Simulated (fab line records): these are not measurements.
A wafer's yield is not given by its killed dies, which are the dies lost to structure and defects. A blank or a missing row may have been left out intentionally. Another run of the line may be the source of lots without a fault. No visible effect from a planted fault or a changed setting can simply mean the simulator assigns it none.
fab line records -- flow nand-harc -- part 1 of 2: steps 1 to 20 of 27
record: lots: 5, wafers: 15, last-day: 24
route steps=1159 shown A_STAIRCASE@529
lots with no fault: from the same line, run without faults
start-h: hours from the record's first day to the start of the lot's first wafer shown -- wait-h: hours from the lot's prior step to this one -- " same as the row above -- L1.1+2: one row covering several wafers at once -- - no value present, or no start provided -- * or withheld: withheld -- < > ~ a bound
route shown NAME@n: NAME is a module with steps in the file, n the number in the route of the first one -- usual: mean/standard deviation of fault-free wafers -- same: alike in all rows -- chamber/n: place in a boat -- sites: per-site readings -- _std_site: their standard deviation -- _edge_site: mean of outer sites minus mean of inner sites -- radius-mm: for every site, how far away it sits from the centre of the wafer -- mask NAME#n: copy n -- behind: the tool/chamber that last shaped the wafer -- hold: cause of the lot's hold/its duration in hours/its outcome -- device: whichever transistor did not switch (one of n, p or np) -- end of line: the tests these same wafers got at the end of their route -- a step given without rows: its recipe and nothing more -- killed: dies that structure and defects cost at the first sort, which is not the same as the wafer's yield -- map: a wafer's dies, marking killed ones x, the rest . and places with no die _
set.NAME: the setting as run; set.NAME@STEP: as run at that earlier step -- model.NAME: the simulator's own value behind a step, which no gauge read
lots at selected steps of the route; one table per step, one row per wafer
services: from which hour (start-h, from the record's first day; less than 0 if before it) a tool's chamber was out of use, for how many hours, and why
== steps ==
step: NHARC_A_STAIRCASE_HARDBAKE_167
recipe: temp-c: 120, time-s: 140
usual: chill-plate-temp-C: 22.99/0.1
lot.wafer,tool,chamber,start-h,wait-h,chill-plate-temp-C
L080.1,litho-track-02,0,274.66,-,22.96
L080.3,litho-track-02,0,274.66,-,22.89
L080.6,litho-track-02,0,274.66,-,22.87
L087.2,litho-track-07,0,313.02,-,23.09
L087.4,litho-track-07,0,313.02,-,23.16
L087.6,litho-track-07,0,313.02,-,23.17
L091.4,litho-track-07,0,335.82,-,23.10
L091.5,litho-track-07,0,335.82,-,23.12
L091.6,litho-track-07,0,335.82,-,23.25
L092.2,litho-track-07,0,341.10,-,22.96
L092.5,litho-track-07,0,341.10,-,22.90
L092.6,litho-track-07,0,341.10,-,23.09
L095.1,litho-track-02,0,350.84,-,23.02
L095.3,litho-track-02,0,350.84,-,23.07
L095.4,litho-track-02,0,350.84,-,22.93
step: NHARC_A_STAIRCASE_DESCUM_168
recipe: time-s: 3, o2-flow-sccm: 200, ar-flow-sccm: 0, bias-power-w: 0, chemistry: O2
usual: drypump-motor-current-A: 5.5/0.39, oes-product-au: 1.004/0.0065, rf-vpp-V: 57.8/0.93, showerhead-plenum-p-Torr: 1.91/0.098, throttle-valve-pct: 11.312/0.0094
lot.wafer,tool,chamber,start-h,wait-h,drypump-motor-current-A,oes-product-au,rf-hours-counter-h,rf-vpp-V,showerhead-plenum-p-Torr,throttle-valve-pct
L080.1,rie-diel-05,2,274.76,-,5.3,1.004,33,58.5,1.93,11.294
L080.3,rie-diel-05,0,274.76,-,6.1,0.996,36,56.7,1.77,11.298
L080.6,rie-diel-05,2,274.76,-,5.3,1.004,-,56.4,1.93,11.304
L087.2,rie-diel-05,1,313.10,-,6.0,1.007,50,58.2,1.90,11.297
L087.4,rie-diel-05,0,313.10,-,6.1,0.996,53,57.5,1.76,11.326
L087.6,rie-diel-05,2,313.10,-,5.3,1.015,-,57.8,1.93,11.324
L091.4,rie-diel-01,2,335.91,-,5.4,1.008,6,56.8,1.81,11.307
L091.6,rie-diel-01,0,335.91,-,5.5,1.007,-,58.5,1.83,11.311
L091.5,rie-diel-01,1,335.91,-,6.0,1.001,-,58.1,1.99,11.307
L092.2,rie-diel-10,1,341.19,-,5.4,1.005,56,58.2,2.06,11.319
L092.5,rie-diel-10,1,341.19,-,5.4,1.006,-,58.7,2.06,11.305
L092.6,rie-diel-10,2,341.19,-,6.1,1.011,-,58.5,2.01,11.317
L095.4,rie-diel-05,3,350.95,-,5.0,0.997,0,58.7,1.87,11.313
L095.3,rie-diel-05,0,350.95,-,6.1,1.003,0,57.0,2.08,11.322
L095.1,rie-diel-05,1,350.95,-,6.0,0.995,0,58.5,1.89,11.313
step: NHARC_A_STAIRCASE_ETCH_169
recipe: target-depth-a: 500, time-s: 107.1, ion-energy-ev: 120, ch3f-flow-sccm: 50, o2-flow-sccm: 30, ar-flow-sccm: 200, rf-w: 500, bias-w: 100, chemistry: CH3F/O2
usual: drypump-motor-current-A: 5.6/0.39, oes-product-au: 0.951/0.02, rf-vpp-V: 244.4/1.9, showerhead-plenum-p-Torr: 2.46/0.12, throttle-valve-pct: 20.663/0.01
lot.wafer,tool,chamber,start-h,wait-h,drypump-motor-current-A,oes-product-au,rf-hours-counter-h,rf-vpp-V,showerhead-plenum-p-Torr,throttle-valve-pct
L080.3,rie-diel-05,0,274.84,0.1,6.1,0.956,36,242.1,2.28,20.653
L080.1,rie-diel-05,1,274.84,0.1,6.0,0.952,33,243.8,2.44,20.654
L080.6,rie-diel-05,1,274.84,0.1,6.0,0.947,-,245.2,2.44,20.653
L087.4,rie-diel-05,3,313.19,0.1,5.0,0.931,41,242.5,2.40,20.652
L087.2,rie-diel-05,1,313.19,0.1,6.1,0.923,50,243.1,2.44,20.675
L087.6,rie-diel-05,0,313.19,0.1,6.1,0.928,-,242.3,2.27,20.658
L091.4,rie-diel-01,0,335.99,0.1,5.6,0.971,7,242.9,2.36,20.673
L091.5,rie-diel-01,3,335.99,0.1,5.0,0.981,-,245.9,2.66,20.669
L091.6,rie-diel-01,0,335.99,0.1,5.6,0.968,-,244.4,2.36,20.680
L092.2,rie-diel-10,3,341.34,0.1,5.3,0.932,57,247.0,2.54,20.668
L092.5,rie-diel-10,0,341.34,0.1,5.2,0.940,-,242.4,2.32,20.672
L092.6,rie-diel-10,1,341.34,0.1,5.5,0.913,-,245.9,2.64,20.667
L095.4,rie-diel-05,1,351.02,0.1,6.0,0.983,0,243.6,2.43,20.660
L095.1,rie-diel-05,2,351.02,0.1,5.4,0.974,0,244.4,2.47,20.673
L095.3,rie-diel-05,0,351.02,0.1,6.0,0.983,0,246.0,2.66,20.678
step: NHARC_A_STAIRCASE_ETCH_170
recipe: target-depth-a: 2000, time-s: 66.667, ion-energy-ev: 250, c4f6-flow-sccm: 25, o2-flow-sccm: 20, ar-flow-sccm: 500, rf-w: 600, bias-w: 500, chemistry: C4F6/O2
usual: drypump-motor-current-A: 5.6/0.4, oes-product-au: 0.973/0.016, rf-vpp-V: 547/3.9, showerhead-plenum-p-Torr: 3.92/0.18, throttle-valve-pct: 26.904/0.0098
lot.wafer,tool,chamber,start-h,wait-h,drypump-motor-current-A,oes-product-au,rf-hours-counter-h,rf-vpp-V,showerhead-plenum-p-Torr,throttle-valve-pct
L080.3,rie-diel-05,1,-,-,6.0,0.973,33,546,3.90,26.887
L080.1,rie-diel-05,3,-,-,5.0,0.974,31,544,3.85,26.904
L080.6,rie-diel-05,1,-,-,6.1,0.982,-,545,3.90,26.943
L087.4,rie-diel-05,3,-,-,5.0,0.972,41,545,3.84,26.903
L087.2,rie-diel-05,0,-,-,6.1,0.963,53,541,3.64,26.894
L087.6,rie-diel-05,2,-,-,5.3,0.970,-,548,3.95,26.902
L091.4,rie-diel-01,0,-,-,5.6,0.989,7,544,3.77,26.909
L091.6,rie-diel-01,2,-,-,5.4,0.984,-,543,3.72,26.899
L091.5,rie-diel-01,3,-,-,5.1,1.001,-,553,4.22,26.909
L092.2,rie-diel-10,2,-,-,6.1,0.956,56,551,4.10,26.920
L092.5,rie-diel-10,2,-,-,6.1,0.949,-,552,4.10,26.894
L092.6,rie-diel-10,3,-,-,5.3,0.958,-,550,4.05,26.896
L095.3,rie-diel-05,2,-,-,5.3,0.976,0,548,3.94,26.891
L095.1,rie-diel-05,3,-,-,5.0,0.961,0,544,3.84,26.906
L095.4,rie-diel-05,1,-,-,6.0,0.984,0,547,3.89,26.903
step: NHARC_A_STAIRCASE_STRIP_171
recipe: power-w: 1500, temp-c: 250, chemistry: O2
usual: drypump-motor-current-A: 6.1/0.43, heater-power-w: 329/20
lot.wafer,tool,chamber,start-h,wait-h,drypump-motor-current-A,heater-power-w,rf-hours-counter-h
L080.1,plasma-asher-01,1,275.07,-,6.6,315,59
L080.3,plasma-asher-01,0,275.07,-,6.6,339,-
L080.6,plasma-asher-01,0,275.07,-,6.5,344,-
L087.2,plasma-asher-02,1,313.65,-,5.6,290,38
L087.4,plasma-asher-02,1,313.65,-,5.6,301,-
L087.6,plasma-asher-02,1,313.65,-,5.6,304,-
L091.4,plasma-asher-02,0,337.19,-,5.9,362,-
L091.5,plasma-asher-02,1,337.19,-,5.6,304,-
L091.6,plasma-asher-02,0,337.19,-,5.9,356,-
L092.2,plasma-asher-01,1,341.54,-,6.6,336,21
L092.6,plasma-asher-01,1,341.54,-,6.6,340,-
L092.5,plasma-asher-01,0,341.54,-,6.5,335,-
L095.1,plasma-asher-02,0,351.26,-,5.9,348,52
L095.4,plasma-asher-02,0,351.26,-,5.9,357,-
L095.3,plasma-asher-02,1,351.26,-,5.6,302,-
step: NHARC_A_STAIRCASE_STRIP_172
recipe: time-s: 900, temp-c: 130, chemistry: SPM
usual: bath-heat-duty-pct: 14.7/1.6
lot.wafer,tool,chamber,start-h,wait-h,bath-heat-duty-pct
L080.6,wet-bench-05,7,275.43,0.1,13.7
L080.3,wet-bench-05,1,275.43,0.1,14.6
L080.1,wet-bench-05,3,275.43,0.1,14.3
L087.4,wet-bench-07,3,314.01,0.2,15.5
L087.2,wet-bench-07,4,314.01,0.2,15.8
L087.6,wet-bench-07,7,314.01,0.2,16.3
L091.4,wet-bench-05,6,337.41,0.2,13.5
L091.5,wet-bench-05,7,337.41,0.2,14.1
L091.6,wet-bench-05,1,337.41,0.2,16.4
L092.2,wet-bench-01,1,341.91,0.3,13.6
L092.5,wet-bench-01,2,341.91,0.3,15.7
L092.6,wet-bench-01,4,341.91,0.3,14.2
L095.4,wet-bench-05,5,351.61,0.2,13.6
L095.3,wet-bench-05,1,351.61,0.2,17.0
L095.1,wet-bench-05,2,351.61,0.2,13.2
step: NHARC_A_STAIRCASE_PRECLEAN_173
recipe: time-s: *, temp-c: 50, bath-age-min: 0, chemistry: SC1
usual: bath-heat-duty-pct: 7.1/0.81
lot.wafer,tool,chamber,start-h,wait-h,bath-heat-duty-pct
L080.6,wet-bench-05,7,-,-,6.6
L080.3,wet-bench-05,1,-,-,8.2
L080.1,wet-bench-05,3,-,-,7.6
L087.4,wet-bench-07,3,-,-,8.4
L087.2,wet-bench-07,4,-,-,6.6
L087.6,wet-bench-07,7,-,-,8.3
L091.4,wet-bench-05,6,-,-,7.4
L091.5,wet-bench-05,7,-,-,6.4
L091.6,wet-bench-05,1,-,-,7.1
L092.2,wet-bench-01,1,-,-,7.3
L092.5,wet-bench-01,2,-,-,7.5
L092.6,wet-bench-01,4,-,-,6.9
L095.4,wet-bench-05,5,-,-,6.7
L095.3,wet-bench-05,1,-,-,7.6
L095.1,wet-bench-05,2,-,-,6.5
step: NHARC_A_STAIRCASE_SRD_174
lot.wafer,tool,chamber,start-h,wait-h
L080.6+3+1,wet-bench-05,"7,1,3",-,-
L087.4+2+6,wet-bench-07,"3,4,7",-,-
L091.4+5+6,wet-bench-05,"6,7,1",-,-
L092.2+5+6,wet-bench-01,"1,2,4",-,-
L095.4+3+1,wet-bench-05,"5,1,2",-,-
step: NHARC_A_STAIRCASE_DEHYDRATE_01
recipe: temp-c: 150, time-s: 120
usual: chill-plate-temp-C: 23.00/0.1
lot.wafer,tool,chamber,start-h,wait-h,chill-plate-temp-C
L080.1,litho-track-05,0,275.88,-,23.33
L080.3,litho-track-05,0,275.88,-,23.20
L080.6,litho-track-05,0,275.88,-,23.10
L087.2,litho-track-07,0,314.47,-,23.03
L087.4,litho-track-07,0,314.47,-,22.94
L087.6,litho-track-07,0,314.47,-,22.96
L091.4,litho-track-07,0,337.85,-,23.00
L091.5,litho-track-07,0,337.85,-,22.97
L091.6,litho-track-07,0,337.85,-,23.11
L092.2,litho-track-07,0,342.35,-,22.90
L092.5,litho-track-07,0,342.35,-,22.88
L092.6,litho-track-07,0,342.35,-,23.00
L095.1,litho-track-02,0,352.07,-,22.94
L095.3,litho-track-02,0,352.07,-,22.95
L095.4,litho-track-02,0,352.07,-,22.78
step: NHARC_A_STAIRCASE_HMDS_02
recipe: time-s: 30
usual: chill-plate-temp-C: 22.99/0.12
lot.wafer,tool,chamber,start-h,wait-h,chill-plate-temp-C
L080.1,litho-track-05,0,-,-,22.88
L080.3,litho-track-05,0,-,-,23.00
L080.6,litho-track-05,0,-,-,22.91
L087.2,litho-track-07,0,-,-,23.06
L087.4,litho-track-07,0,-,-,23.11
L087.6,litho-track-07,0,-,-,23.05
L091.4,litho-track-07,0,-,-,23.01
L091.5,litho-track-07,0,-,-,22.91
L091.6,litho-track-07,0,-,-,23.11
L092.2,litho-track-07,0,-,-,22.78
L092.5,litho-track-07,0,-,-,22.96
L092.6,litho-track-07,0,-,-,22.87
L095.1,litho-track-02,0,-,-,22.99
L095.3,litho-track-02,0,-,-,23.01
L095.4,litho-track-02,0,-,-,22.81
step: NHARC_A_STAIRCASE_COAT_03
recipe: spin-rpm: 1200
usual: chill-plate-temp-C: 23.00/0.11
lot.wafer,tool,chamber,start-h,wait-h,chill-plate-temp-C
L080.1,litho-track-05,0,-,-,23.06
L080.3,litho-track-05,0,-,-,22.90
L080.6,litho-track-05,0,-,-,22.98
L087.2,litho-track-07,0,-,-,23.05
L087.4,litho-track-07,0,-,-,22.94
L087.6,litho-track-07,0,-,-,23.03
L091.4,litho-track-07,0,-,-,23.14
L091.5,litho-track-07,0,-,-,23.05
L091.6,litho-track-07,0,-,-,22.98
L092.2,litho-track-07,0,-,-,22.86
L092.5,litho-track-07,0,-,-,22.94
L092.6,litho-track-07,0,-,-,23.07
L095.1,litho-track-02,0,-,-,23.02
L095.3,litho-track-02,0,-,-,22.96
L095.4,litho-track-02,0,-,-,22.98
step: NHARC_A_STAIRCASE_SOFTBAKE_04
recipe: temp-c: 135, time-s: 170
usual: chill-plate-temp-C: 23.01/0.11
lot.wafer,tool,chamber,start-h,wait-h,chill-plate-temp-C
L080.1,litho-track-05,0,-,-,22.91
L080.3,litho-track-05,0,-,-,22.90
L080.6,litho-track-05,0,-,-,22.85
L087.2,litho-track-07,0,-,-,22.86
L087.4,litho-track-07,0,-,-,22.91
L087.6,litho-track-07,0,-,-,22.85
L091.4,litho-track-07,0,-,-,23.05
L091.5,litho-track-07,0,-,-,23.09
L091.6,litho-track-07,0,-,-,22.89
L092.2,litho-track-07,0,-,-,22.86
L092.5,litho-track-07,0,-,-,22.88
L092.6,litho-track-07,0,-,-,22.85
L095.1,litho-track-02,0,-,-,22.90
L095.3,litho-track-02,0,-,-,23.08
L095.4,litho-track-02,0,-,-,23.13
step: NHARC_A_STAIRCASE_EBR_05
usual: chill-plate-temp-C: 22.97/0.09
lot.wafer,tool,chamber,start-h,wait-h,chill-plate-temp-C
L080.1,litho-track-05,0,-,-,22.96
L080.3,litho-track-05,0,-,-,22.96
L080.6,litho-track-05,0,-,-,22.80
L087.2,litho-track-07,0,-,-,22.85
L087.4,litho-track-07,0,-,-,22.99
L087.6,litho-track-07,0,-,-,22.80
L091.4,litho-track-07,0,-,-,22.94
L091.5,litho-track-07,0,-,-,22.82
L091.6,litho-track-07,0,-,-,23.04
L092.2,litho-track-07,0,-,-,22.86
L092.5,litho-track-07,0,-,-,23.05
L092.6,litho-track-07,0,-,-,22.87
L095.1,litho-track-02,0,-,-,22.91
L095.3,litho-track-02,0,-,-,22.96
L095.4,litho-track-02,0,-,-,23.01
step: NHARC_A_STAIRCASE_EXPOSE_06
recipe: na: 0.5, dose-mj: 25.43, mask-id: STAIR
usual: exposure-dose-mJ-cm2: 25.430/0.028
lot.wafer,tool,chamber,start-h,wait-h,mask,exposure-dose-mJ-cm2
L080.1,krf-scanner-01,0,276.21,-,STAIR#0,25.399
L080.3,krf-scanner-01,0,276.21,-,STAIR#0,25.437
L080.6,krf-scanner-01,0,276.21,-,STAIR#0,25.423
L087.2,krf-scanner-02,0,314.80,-,STAIR#0,25.450
L087.4,krf-scanner-02,0,314.80,-,STAIR#0,25.470
L087.6,krf-scanner-02,0,314.80,-,STAIR#0,25.447
L091.4,krf-scanner-03,0,338.20,-,STAIR#0,25.438
L091.5,krf-scanner-03,0,338.20,-,STAIR#0,25.454
L091.6,krf-scanner-03,0,338.20,-,STAIR#0,25.413
L092.2,krf-scanner-01,0,342.69,-,STAIR#0,25.399
L092.5,krf-scanner-01,0,342.69,-,STAIR#0,25.391
L092.6,krf-scanner-01,0,342.69,-,STAIR#0,25.415
L095.1,krf-scanner-03,0,352.40,-,STAIR#0,25.411
L095.3,krf-scanner-03,0,352.40,-,STAIR#0,25.386
L095.4,krf-scanner-03,0,352.40,-,STAIR#0,25.400
step: NHARC_A_STAIRCASE_PEB_07
recipe: peb-temp-c: 115, peb-time-s: 130
usual: chill-plate-temp-C: 22.99/0.095
same: peb-time-s: 130
lot.wafer,tool,chamber,start-h,wait-h,chill-plate-temp-C
L080.1,litho-track-07,0,276.28,0.1,23.03
L080.3,litho-track-07,0,276.28,0.1,23.06
L080.6,litho-track-07,0,276.28,0.1,23.03
L087.2,litho-track-07,0,314.86,0.1,23.03
L087.4,litho-track-07,0,314.86,0.1,22.97
L087.6,litho-track-07,0,314.86,0.1,22.88
L091.4,litho-track-07,0,338.25,0.0,22.95
L091.5,litho-track-07,0,338.25,0.0,22.89
L091.6,litho-track-07,0,338.25,0.0,22.96
L092.2,litho-track-07,0,342.76,0.1,23.04
L092.5,litho-track-07,0,342.76,0.1,22.95
L092.6,litho-track-07,0,342.76,0.1,22.98
L095.1,litho-track-05,0,352.46,0.1,23.09
L095.3,litho-track-05,0,352.46,0.1,23.02
L095.4,litho-track-05,0,352.46,0.1,22.97
step: NHARC_A_STAIRCASE_DEVELOP_08
recipe: time-s: 140
usual: chill-plate-temp-C: 23.00/0.11
lot.wafer,tool,chamber,start-h,wait-h,chill-plate-temp-C
L080.1,litho-track-07,0,-,-,23.12
L080.3,litho-track-07,0,-,-,23.22
L080.6,litho-track-07,0,-,-,23.11
L087.2,litho-track-07,0,-,-,22.96
L087.4,litho-track-07,0,-,-,22.92
L087.6,litho-track-07,0,-,-,22.94
L091.4,litho-track-07,0,-,-,22.98
L091.5,litho-track-07,0,-,-,22.88
L091.6,litho-track-07,0,-,-,23.04
L092.2,litho-track-07,0,-,-,22.86
L092.5,litho-track-07,0,-,-,22.98
L092.6,litho-track-07,0,-,-,23.15
L095.1,litho-track-05,0,-,-,22.92
L095.3,litho-track-05,0,-,-,22.88
L095.4,litho-track-05,0,-,-,22.94
step: NHARC_A_STAIRCASE_HARDBAKE_10
recipe: temp-c: 120, time-s: 140
usual: chill-plate-temp-C: 22.96/0.1
lot.wafer,tool,chamber,start-h,wait-h,chill-plate-temp-C
L080.1,litho-track-02,0,276.49,-,22.88
L080.3,litho-track-02,0,276.49,-,22.95
L080.6,litho-track-02,0,276.49,-,22.96
L087.2,litho-track-05,0,315.09,-,23.11
L087.4,litho-track-05,0,315.09,-,23.07
L087.6,litho-track-05,0,315.09,-,22.98
L091.4,litho-track-05,0,338.48,-,22.87
L091.5,litho-track-05,0,338.48,-,22.85
L091.6,litho-track-05,0,338.48,-,22.88
L092.2,litho-track-07,0,342.99,-,23.06
L092.5,litho-track-07,0,342.99,-,23.01
L092.6,litho-track-07,0,342.99,-,23.08
L095.1,litho-track-07,0,352.68,-,23.07
L095.3,litho-track-07,0,352.68,-,23.14
L095.4,litho-track-07,0,352.68,-,22.99
step: NHARC_A_STAIRCASE_DESCUM_11
recipe: time-s: 3, o2-flow-sccm: 200, ar-flow-sccm: 0, bias-power-w: 0, chemistry: O2
usual: drypump-motor-current-A: 5.5/0.41, oes-product-au: 1.002/0.0081, rf-vpp-V: 57.9/0.89, showerhead-plenum-p-Torr: 1.90/0.089, throttle-valve-pct: 11.310/0.0091
lot.wafer,tool,chamber,start-h,wait-h,drypump-motor-current-A,oes-product-au,rf-hours-counter-h,rf-vpp-V,showerhead-plenum-p-Torr,throttle-valve-pct
L080.3,rie-diel-01,1,276.60,-,5.9,0.992,53,57.7,1.99,11.309
L080.1,rie-diel-01,2,276.60,-,5.4,1.007,54,56.8,1.81,11.339
L080.6,rie-diel-01,0,276.60,-,5.6,0.992,-,57.7,1.84,11.315
L087.2,rie-diel-05,2,315.19,-,5.3,0.997,48,57.4,1.93,11.304
L087.4,rie-diel-05,0,315.19,-,6.0,1.009,54,57.8,1.76,11.315
L087.6,rie-diel-05,1,315.19,-,6.0,1.000,-,56.8,1.90,11.316
L091.4,rie-diel-01,1,338.59,-,6.0,1.008,6,58.1,1.99,11.308
L091.5,rie-diel-01,2,338.59,-,5.4,1.011,-,57.8,1.80,11.295
L091.6,rie-diel-01,3,338.59,-,5.1,1.011,-,58.3,2.07,11.304
L092.2,rie-diel-10,2,343.09,-,6.1,1.009,57,58.3,2.01,11.313
L092.6,rie-diel-10,1,343.09,-,5.4,0.997,-,58.7,2.06,11.305
L092.5,rie-diel-10,2,343.09,-,6.1,1.002,-,58.0,2.01,11.296
L095.4,rie-diel-05,1,352.78,-,6.0,0.989,0,58.9,1.89,11.330
L095.3,rie-diel-05,2,352.78,-,5.3,0.997,0,57.6,1.92,11.296
L095.1,rie-diel-05,0,352.78,-,6.0,0.993,0,58.2,2.08,11.312
step: NHARC_A_STAIRCASE_TRIM_12
recipe: time-s: 211.2, o2-flow-sccm: 500, ar-flow-sccm: 0, bias-w: 0, chemistry: O2
usual: drypump-motor-current-A: 5.5/0.41, oes-product-au: 1.003/0.0073, rf-vpp-V: 57.6/0.87, showerhead-plenum-p-Torr: 3.49/0.16, throttle-valve-pct: 17.036/0.0092
lot.wafer,tool,chamber,start-h,wait-h,drypump-motor-current-A,oes-product-au,rf-hours-counter-h,rf-vpp-V,showerhead-plenum-p-Torr,throttle-valve-pct
L080.3,rie-diel-01,3,276.69,0.1,5.1,1.001,54,56.9,3.30,17.014
L080.1,rie-diel-01,1,276.69,0.1,6.0,1.002,53,57.8,3.67,17.040
L080.6,rie-diel-01,3,276.69,0.1,5.0,0.998,-,56.9,3.30,17.039
L087.2,rie-diel-05,3,315.27,0.1,5.0,1.013,41,57.4,3.45,17.030
L087.4,rie-diel-05,1,315.27,0.1,6.0,0.999,50,55.9,3.50,17.037
L087.6,rie-diel-05,0,315.27,0.1,6.1,0.999,-,58.5,3.27,17.021
L091.4,rie-diel-01,1,338.72,0.1,6.0,1.008,6,58.0,3.66,17.039
L091.5,rie-diel-01,3,338.72,0.1,5.0,0.997,-,57.7,3.80,17.034
L091.6,rie-diel-01,0,338.72,0.1,5.6,1.006,-,58.9,3.39,17.048
L092.2,rie-diel-10,2,343.19,0.1,6.1,1.015,57,58.3,3.69,17.038
L092.6,rie-diel-10,0,343.19,0.1,5.3,1.012,-,57.5,3.34,17.028
L092.5,rie-diel-10,1,343.19,0.1,5.5,1.005,-,57.1,3.78,17.055
L095.1,rie-diel-05,2,352.93,0.1,5.3,1.012,0,60.2,3.54,17.037
L095.4,rie-diel-05,3,352.93,0.1,5.0,1.007,1,57.6,3.45,17.052
L095.3,rie-diel-05,0,352.93,0.1,6.1,1.003,0,58.9,3.81,17.049
step: NHARC_A_STAIRCASE_ETCH_13
recipe: target-depth-a: 1000, time-s: 40.5, ion-energy-ev: 400, c4f8-flow-sccm: 20, o2-flow-sccm: 10, ar-flow-sccm: withheld, rf-w: 600, bias-w: 1000, chemistry: C4F8/O2
usual: oes-product-au: 0.941/0.014, rf-vpp-V: 895/6
lot.wafer,tool,chamber,start-h,wait-h,oes-product-au,rf-hours-counter-h,rf-vpp-V
L080.1,rie-diel-01,2,-,-,0.929,54,888
L080.3,rie-diel-01,0,-,-,0.924,47,889
L080.6,rie-diel-01,1,-,-,0.924,-,901
L087.4,rie-diel-05,0,-,-,0.923,54,886
L087.2,rie-diel-05,1,-,-,0.930,51,895
L087.6,rie-diel-05,3,-,-,0.936,-,893
L091.4,rie-diel-01,0,-,-,0.941,7,890
L091.5,rie-diel-01,0,-,-,0.936,-,891
L091.6,rie-diel-01,1,-,-,0.940,-,902
L092.2,rie-diel-10,3,-,-,0.950,58,899
L092.6,rie-diel-10,1,-,-,0.926,-,906
L092.5,rie-diel-10,2,-,-,0.942,-,903
L095.1,rie-diel-05,1,-,-,0.932,0,894
L095.4,rie-diel-05,2,-,-,0.935,1,896
L095.3,rie-diel-05,0,-,-,0.941,0,905
